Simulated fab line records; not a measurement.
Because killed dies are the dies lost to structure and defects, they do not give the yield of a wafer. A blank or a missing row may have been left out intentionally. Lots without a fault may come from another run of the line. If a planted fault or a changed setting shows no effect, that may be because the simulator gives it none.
Split-lot experiment	flow n5-finfet	route with 1938 steps; 7 lots, 21 wafers read

ON THE SPLIT
At N5_DUMMY_GATE_EXPOSE_12 (exposes mask GATE, target cd 25 nm), the setting dose-mj was moved away from the recipe's 34 on 8 of the 21 wafers read, by +3.3% to +7.3%. For the rest of the wafers, this setting stayed at what the recipe calls for.

FROM THE SPLIT TO THE READING: what the file shows between them, 2 steps
- N5_DUMMY_GATE_PEB_13: peb time 60 s
- N5_DUMMY_GATE_DEVELOP_14: develop time 30 s

THE READING
cd-nm, in nm, at N5_DUMMY_GATE_CD_MEAS_15 (target cd 25.8 nm). A value of 25.09 nm with a standard deviation of 0.3 nm is what fault-free wafers of this fab line usually give.

wafer	tool, chamber at the split	dose-mj as run	against the recipe	cd-nm, nm	against lot-mates on the recipe
L074.1	euv-scanner-02, 0	35.88	+5.5%	23.92	-0.92
L074.2	euv-scanner-02, 0	34	recipe	24.84	-
L074.4	euv-scanner-02, 0	35.88	+5.5%	24.15	-0.69
L081.2	euv-scanner-01, 0	34	recipe	25.42	-
L081.3	euv-scanner-01, 0	34	recipe	25.18	-
L081.5	euv-scanner-01, 0	36.47	+7.3%	23.85	-1.45
L088.2	euv-scanner-02, 0	35.2	+3.5%	24.69	-0.58
L088.3	euv-scanner-02, 0	35.2	+3.5%	24.49	-0.78
L088.6	euv-scanner-02, 0	34	recipe	25.27	-
L089.2	euv-scanner-01, 0	34	recipe	24.90	-
L089.3	euv-scanner-01, 0	35.18	+3.5%	24.31	-0.73
L089.4	euv-scanner-01, 0	34	recipe	25.17	-
L091.2	euv-scanner-01, 0	34	recipe	24.44	-
L091.4	euv-scanner-01, 0	34	recipe	24.72	-
L091.5	euv-scanner-01, 0	35.12	+3.3%	23.95	-0.63
L094.1	euv-scanner-01, 0	35.5	+4.4%	23.89	-1.26
L094.4	euv-scanner-01, 0	34	recipe	25.19	-
L094.6	euv-scanner-01, 0	34	recipe	25.11	-
L096.1	euv-scanner-02, 0	34	recipe	25.39	-
L096.4	euv-scanner-02, 0	34	recipe	25.47	-
L096.6	euv-scanner-02, 0	34	recipe	24.83	-

THE FIT
A straight line over all 21 wafers: cd-nm changes by -0.192 nm for each +1% of dose-mj; r = -0.85; the points scatter about the line by 0.29 nm.
The same after taking each lot's own level away (the mean of its wafers on the recipe; 21 wafers): -0.188 nm for each +1%; r = -0.92; scatter 0.19 nm.
Per that fit: largest dose-mj move, reading shift of 1.4 nm.
Measured against the standard deviation above, the lots' own levels, which go from 24.580 to 25.300 nm, span 2.4 times it.
Consequently the slope shifts little with the lot-to-lot level, the two slopes agreeing.
Check: for one of the wafers moved furthest among these (+7.3%), held out of the fit, the line's prediction against its lot-mates is -1.34 nm. It came out at -1.45 nm against them.

OTHER SPLITS ON THESE WAFERS
These wafers also went through other splits before the reading. Each is held against what the fit with the lots' levels taken away leaves over:
other split on the same wafers	wafers away from the commonest value	r with cd-nm (lot level and that fit taken away)
N5_FIN_SAQP_PEB_14 peb-time-s	5	-0.07
N5_FIN_SAQP_ETCH_52 source-w	7	+0.30
N5_STI_FIN_REVEAL_ETCHBACK_08 time-s	7	+0.08
N5_STI_FIN_REVEAL_PRECLEAN_17 time-s	6	-0.24

THE FILE'S OWN FIT
cd-nm changes by -0.199 nm for each +1% of dose-mj, r = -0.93.
